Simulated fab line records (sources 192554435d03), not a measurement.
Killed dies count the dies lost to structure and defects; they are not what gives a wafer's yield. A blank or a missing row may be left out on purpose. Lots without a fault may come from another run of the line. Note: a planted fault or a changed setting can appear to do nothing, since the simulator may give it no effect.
fab line records	flow n5Finfet
record: lots: 15	wafers: 43	lastDay: 17
route steps=1938 shown MOL_CONTACT_COAG@619 BEOL_M0_SAQP@635
lots with no fault: from the same line, run without faults
startH: start of the lot's first displayed wafer, in hours after the record's first day	waitH: time in hours since the lot's previous step	" identical to the entry in the row above	L1.1+2: a row that stands for several wafers	- value missing, or start not given	* or withheld: withheld	< > ~ a bound
route shown NAME@n: NAME is a module with steps in the file, n the number in the route of the first one	usual: the fault-free wafers' mean and standard deviation	same: alike in all rows	chamber/n: place in a boat	sites: readings site by site	_std_site: standard deviation of those values	_edge_site: outer sites' mean less inner sites'	radiusMm: for every site, how far away it sits from the centre of the wafer	mask NAME#n: copy n	behind: the last tool/chamber to shape the wafer	hold: cause of the lot's hold/its duration in hours/its outcome	device: whichever transistor did not switch (one of n, p or np)	end of line: tests of these same wafers at the route's end	a step given without rows: its recipe and nothing more	killed: count of dies lost to structure and defects at first sort (not the wafer's yield)	map: the dies of a wafer, with x for killed, . for not killed, _ for no die there
set.NAME: the setting that was run; set.NAME@STEP: the one run at that earlier step	model.NAME: the simulator's own value behind a step, which no gauge read
route steps across a sampled set of lots; one table per step, one row per wafer
services: when a tool's chamber went out of use (startH, in hours from the record's first day, below 0 if earlier), for how many hours, and the reason
== steps ==
step: N5_MOL_CONTACT_COAG_STRIP_49
recipe: chemistry: N2/H2	timeS: 30	powerW: 1000	tempC: 250	pressureMtorr: withheld	n2FlowSccm: 1750	h2FlowSccm: 3250
usual: drypumpMotorCurrentA: 5.62/0.29	heaterPowerW: 373/22
lot.wafer	tool	chamber	startH	waitH	drypumpMotorCurrentA	heaterPowerW	rfHoursCounterH
L943.2	plasmaAsher-01	0	100.18	-	5.66	359	42
L943.4	"	0	"	"	5.67	357	-
L943.5	"	0	"	"	5.67	368	-
L944.1	plasmaAsher-02	1	111.30	-	5.72	352	99
L944.3	"	0	"	"	5.91	378	-
L944.6	"	0	"	"	5.88	378	-
L945.1	plasmaAsher-01	0	113.39	-	5.66	360	44
L945.2	"	1	"	"	5.07	405	44
L945.3	"	0	"	"	5.68	369	-
L946.2	plasmaAsher-02	0	118.68	-	5.89	383	101
L946.3	"	0	"	"	5.89	382	-
L946.6	"	1	"	"	5.70	349	-
L948.1	plasmaAsher-02	0	132.43	-	5.87	364	103
L948.4	"	0	"	"	5.84	384	-
L948.6	"	1	"	"	5.72	344	-
L949.2	plasmaAsher-02	1	135.76	-	5.71	358	103
L949.3	"	0	"	"	5.90	392	-
L949.6	"	1	"	"	5.73	344	-
L950.2	plasmaAsher-01	1	141.61	-	5.07	407	50
L950.3	"	0	"	"	5.65	366	-
L950.4	"	1	"	"	5.10	407	-
L951.1	plasmaAsher-02	0	149.10	-	5.88	389	106
L951.2	"	1	"	"	5.71	354	106
L953.1	plasmaAsher-01	1	164.64	-	5.10	404	55
L953.5	"	1	"	"	5.09	400	-
L953.6	"	0	"	"	5.65	369	-
L957.1	plasmaAsher-01	0	182.72	-	5.66	365	58
L957.2	"	1	"	"	5.09	414	58
L957.6	"	1	"	"	5.07	408	-
L961.1	plasmaAsher-01	1	211.41	-	5.09	399	64
L961.2	"	0	"	"	5.65	364	64
L961.6	"	0	"	"	5.63	375	-
L962.1	plasmaAsher-02	1	214.74	-	5.73	349	119
L962.3	"	1	"	"	5.73	347	-
L962.4	"	0	"	"	5.86	385	-
L963.1	plasmaAsher-02	0	224.03	-	5.88	380	121
L963.5	"	1	"	"	5.73	347	-
L963.6	"	0	"	"	5.88	382	-
L965.1	plasmaAsher-02	0	230.88	-	5.86	378	122
L965.5	"	1	"	"	5.71	358	-
L966.2	plasmaAsher-02	0	237.67	-	5.86	378	123
L966.3	"	1	"	"	5.71	349	-
L966.6	"	1	"	"	5.70	352	-
step: N5_BEOL_M0_SAQP_PECVD_03
recipe: material: SiCN	targetThkA: 120	tempC: withheld	precursor: 3MS/NH3	pressureTorr: 3	rfW: 202	timeS: 21.1
usual: showerheadPlenumPTorr: 3.659/0.012	throttleValvePct: 9.0/0.52
lot.wafer	tool	chamber	startH	waitH	showerheadPlenumPTorr	throttleValvePct
L943.2	pecvd-03	1	105.08	0.1	3.683	8.9
L943.4	"	1	"	"	3.669	8.9
L943.5	"	2	"	"	3.668	8.2
L944.1	pecvd-01	0	116.55	0.1	3.664	8.5
L944.3	"	1	"	"	3.637	10.0
L944.6	"	2	"	"	3.648	9.4
L945.1	pecvd-03	1	121.03	0.1	3.667	8.8
L945.2	"	0	"	"	3.654	8.5
L945.3	"	0	"	"	3.674	8.8
L946.2	pecvd-03	1	123.19	0.1	3.668	8.8
L946.3	"	2	"	"	3.676	8.2
L946.6	"	1	"	"	3.662	8.8
L948.1	pecvd-03	0	139.09	0.1	3.665	8.8
L948.4	"	2	"	"	3.659	8.2
L948.6	"	0	"	"	3.663	8.8
L949.2	pecvd-01	1	142.39	0.1	3.638	9.9
L949.3	"	0	"	"	3.657	8.7
L949.6	"	2	"	"	3.648	9.6
L950.2	pecvd-03	1	146.99	0.1	3.660	8.6
L950.3	"	2	"	"	3.668	8.5
L950.4	"	1	"	"	3.661	8.6
L951.1	pecvd-02	0	153.61	0.1	3.673	9.6
L951.2	"	2	"	"	3.661	8.6
L953.1	pecvd-01	0	170.27	0.1	3.653	8.7
L953.5	"	2	"	"	3.652	9.6
L953.6	"	0	"	"	3.649	8.6
L957.1	pecvd-02	1	189.40	0.1	3.648	9.0
L957.2	"	2	"	"	3.668	8.7
L957.6	"	1	"	"	3.662	8.9
L961.1	pecvd-02	1	216.83	0.1	3.657	9.0
L961.2	"	0	"	"	3.665	9.8
L961.6	"	2	"	"	3.659	8.7
L962.1	pecvd-03	1	220.19	0.1	3.671	8.8
L962.3	"	1	"	"	3.677	8.7
L962.4	"	0	"	"	3.663	8.7
L963.1	pecvd-03	1	229.06	0.1	3.657	8.5
L963.5	"	1	"	"	3.657	8.7
L963.6	"	0	"	"	3.666	8.7
L965.1	pecvd-01	1	235.71	0.1	3.618	10.0
L965.5	"	2	"	"	3.649	9.1
L966.2	pecvd-03	0	242.69	0.1	3.673	8.9
L966.3	"	2	"	"	3.671	8.3
L966.6	"	1	"	"	3.659	8.7
step: N5_BEOL_M0_SAQP_PEB_12
recipe: pebTempC: withheld	pebTimeS: 60	resist: CAR-ArF
usual: chillPlateTempC: 22.97/0.11	exhaustPa: 45.0/0.9
lot.wafer	tool	chamber	startH	waitH	chillPlateTempC	exhaustPa
L943.2	lithoTrack-04	0	105.71	0.0	22.98	45.2
L943.4	"	0	"	"	22.93	43.2
L943.5	"	0	"	"	23.02	43.5
L944.1	lithoTrack-03	0	117.20	0.1	22.86	44.2
L944.3	"	0	"	"	22.79	44.7
L944.6	"	0	"	"	22.94	45.9
L945.1	lithoTrack-03	0	121.74	0.1	22.89	43.7
L945.2	"	0	"	"	23.11	45.9
L945.3	"	0	"	"	23.17	44.9
L946.2	lithoTrack-01	0	123.69	0.0	23.10	45.7
L946.3	"	0	"	"	23.02	44.6
L946.6	"	0	"	"	23.01	44.8
L948.1	lithoTrack-03	0	139.61	0.1	22.83	45.7
L948.4	"	0	"	"	22.84	45.2
L948.6	"	0	"	"	22.78	45.6
L949.2	lithoTrack-03	0	143.04	0.0	23.09	45.1
L949.3	"	0	"	"	23.21	44.6
L949.6	"	0	"	"	23.10	44.2
L950.2	lithoTrack-04	0	147.70	0.0	22.97	44.0
L950.3	"	0	"	"	23.00	43.5
L950.4	"	0	"	"	23.10	44.7
L951.1	lithoTrack-04	0	154.11	0.1	23.10	43.8
L951.2	"	0	"	"	23.22	45.0
L953.1	lithoTrack-04	0	170.90	0.1	22.86	44.6
L953.5	"	0	"	"	22.96	44.2
L953.6	"	0	"	"	23.05	43.9
L957.1	lithoTrack-04	0	190.03	0.1	23.11	46.1
L957.2	"	0	"	"	23.04	44.7
L957.6	"	0	"	"	23.11	46.6
L961.1	lithoTrack-03	-	217.35	0.1	-	-
L961.2	"	-	"	"	-	-
L961.6	"	-	"	"	-	-
L962.1	lithoTrack-01	-	220.93	0.1	-	-
L962.3	"	-	"	"	-	-
L962.4	"	-	"	"	-	-
L963.1	lithoTrack-04	-	229.59	0.1	-	-
L963.5	"	-	"	"	-	-
L963.6	"	-	"	"	-	-
L965.1	lithoTrack-01	0	236.43	0.1	23.04	45.5
L965.5	"	0	"	"	23.06	43.5
L966.2	lithoTrack-03	0	243.32	0.0	23.11	45.2
L966.3	"	0	"	"	22.90	45.3
L966.6	"	0	"	"	23.04	44.9
step: N5_BEOL_M0_SAQP_HM_OPEN_112
recipe: chemistry: CHF3/O2	target: SiO2	stopOn: a-Si	targetDepthA: 120	overEtchFrac: 1.25	maskMaterial: SOC	timeS: 13.5	pressureMtorr: 30	sourceW: 650	biasW: 170	Ar_flow_sccm: 200	CHF3_flow_sccm: 50	O2_flow_sccm: 5	ionEnergyEv: 200	ends: endPoint
usual: drypumpMotorCurrentA: 5.8/0.34	oesProductAu: 0.53/0.047	rfVppV: 523/7.1	showerheadPlenumPTorr: 2.42/0.09	throttleValvePct: 18.75/0.22
lot.wafer	tool	chamber	startH	waitH	drypumpMotorCurrentA	oesProductAu	rfHoursCounterH	rfVppV	showerheadPlenumPTorr	throttleValvePct
L943.2	rieDiel-06	0	106.05	0.0	5.6	0.49	175	522	2.30	18.89
L943.4	"	1	"	"	6.2	0.59	27	513	2.36	18.45
L943.5	"	2	"	"	6.0	0.55	-	527	2.54	18.60
L944.1	rieDiel-02	0	117.69	0.0	5.1	0.49	138	525	2.54	19.14
L944.3	"	3	"	"	5.9	0.56	53	522	2.56	18.40
L944.6	"	3	"	"	5.9	0.56	-	522	2.56	18.38
L945.1	rieDiel-06	2	122.09	0.0	6.0	0.55	63	528	2.54	18.61
L945.2	"	0	"	"	5.6	0.47	180	521	2.30	18.90
L945.3	"	1	"	"	6.2	0.57	32	513	2.36	18.45
L946.2	rieDiel-06	3	124.03	0.0	5.6	0.50	144	533	2.50	18.68
L946.3	"	1	"	"	6.2	0.58	32	514	2.36	18.48
L946.6	"	1	"	"	6.2	0.58	-	514	2.36	18.47
L948.1	rieDiel-04	0	139.96	0.0	5.6	0.64	1	528	2.36	18.43
L948.4	"	3	"	"	6.0	0.60	15	514	2.46	18.85
L948.6	"	0	"	"	5.7	0.63	-	528	2.36	18.43
L949.2	rieDiel-04	2	143.72	0.0	5.4	0.54	81	518	2.34	18.87
L949.3	"	0	"	"	5.7	0.64	2	529	2.36	18.43
L949.6	"	3	"	"	6.0	0.59	-	514	2.46	18.86
L950.2	rieDiel-02	3	148.05	0.0	5.8	0.54	63	522	2.56	18.38
L950.3	"	2	"	"	6.5	0.53	70	516	2.33	19.09
L950.4	"	0	"	"	5.1	0.49	147	526	2.53	19.14
L951.1	rieDiel-04	2	154.46	0.0	5.3	0.53	86	519	2.33	18.90
L951.2	"	1	"	"	5.5	0.46	203	528	2.39	18.87
L953.1	rieDiel-06	1	171.25	0.0	6.2	0.56	48	514	2.36	18.49
L953.5	"	3	"	"	5.6	0.50	-	535	2.49	18.70
L953.6	"	2	"	"	6.0	0.55	-	529	2.54	18.61
L957.1	rieDiel-06	0	190.37	0.0	5.6	0.48	201	522	2.29	18.92
L957.2	"	3	"	"	5.6	0.49	165	533	2.49	18.72
L957.6	"	1	"	"	6.2	0.56	-	514	2.35	18.50
L961.1	rieDiel-02	0	217.70	0.0	5.1	0.48	168	525	2.52	19.17
L961.2	"	2	"	"	6.5	0.52	92	514	2.32	19.12
L961.6	"	3	"	"	5.9	0.53	-	522	2.55	18.42
L962.1	rieDiel-02	1	221.28	0.0	5.6	0.56	58	515	2.54	18.52
L962.3	"	0	"	"	5.1	0.48	169	526	2.52	19.18
L962.4	"	2	"	"	6.5	0.52	94	515	2.32	19.13
L963.1	rieDiel-04	2	229.93	0.0	5.3	0.53	108	519	2.33	18.96
L963.5	"	0	"	"	5.7	0.58	-	527	2.35	18.48
L963.6	"	3	"	"	6.0	0.58	-	513	2.45	18.89
L965.1	rieDiel-02	0	236.78	0.0	5.1	0.48	173	526	2.52	19.18
L965.5	"	2	"	"	6.5	0.51	-	515	2.32	19.12
L966.2	rieDiel-06	1	243.66	0.0	6.2	0.55	68	515	2.35	18.55
L966.3	"	2	"	"	6.0	0.53	99	529	2.53	18.66
L966.6	"	1	"	"	6.2	0.55	-	513	2.35	18.54
== services ==
tool	chamber	startH	hours	kind
rieDiel-02	1	80.37	7.8	repair
rieDiel-02	0	80.68	14.0	repair
plasmaAsher-01	-	84.38	1.2	repair
pecvd-03	-	85.19	1.1	repair
plasmaAsher-01	-	88.71	1.4	repair
rieDiel-04	2	97.38	9.7	repair
pecvd-01	-	99.28	2.8	pm
rieDiel-04	0	107.21	-	clean
rieDiel-04	0	107.21	-	consumableReplace:focusRing
rieDiel-04	0	107.21	27.2	scheduledDown
rieDiel-04	0	107.21	27.2	ventCycle
pecvd-03	2	113.81	7.7	repair
lithoTrack-03	-	115.09	-	consumableReplace:filter
pecvd-01	2	135.18	6.6	repair
pecvd-03	1	135.41	2.1	scheduledDown
rieDiel-02	3	139.39	2.0	repair
rieDiel-04	3	146.43	9.5	repair
pecvd-03	2	178.74	5.0	scheduledDown
rieDiel-06	1	181.26	7.0	repair
plasmaAsher-02	-	184.82	2.1	repair
rieDiel-06	2	187.71	4.6	repair
pecvd-03	2	214.79	5.7	repair
rieDiel-02	3	240.22	32.8	repair
plasmaAsher-01	-	241.24	5.7	repair
== key ==
firstSign: step: N5_BEOL_M0_SAQP_PEB_12	reading: toolRecord	direction: missing
effect none on later readings
metAt N5_BEOL_M0_SAQP_PEB_12
struckLots L961,L962,L963
laterRowsLeftOut L961.1,L961.2,L961.6,L962.1,L962.3,L962.4,L963.1,L963.5,L963.6
sortLeftOut L961.1,L961.2,L961.6,L962.1,L962.3,L962.4,L963.1,L963.5,L963.6
notActingAt N5_MOL_CONTACT_COAG_STRIP_49,N5_BEOL_M0_SAQP_PECVD_03,N5_BEOL_M0_SAQP_HM_OPEN_112
onsetBetween 190.03 217.35
fault: kind: skippedStepWhole	tool: lithoTrack-01,lithoTrack-03,lithoTrack-04	chamber: -	onsetH: 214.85	steps: N5_BEOL_M0_SAQP_PEB_12	scope: struckLotsOnly
sortLeftOut: the simulated sort isn't trusted on such a fault, so these wafers' sort isn't shown, and their yield isn't known
laterRowsLeftOut: the simulator's readings of these wafers behind a module that went badly wrong aren't trusted and aren't shown, but for the sort
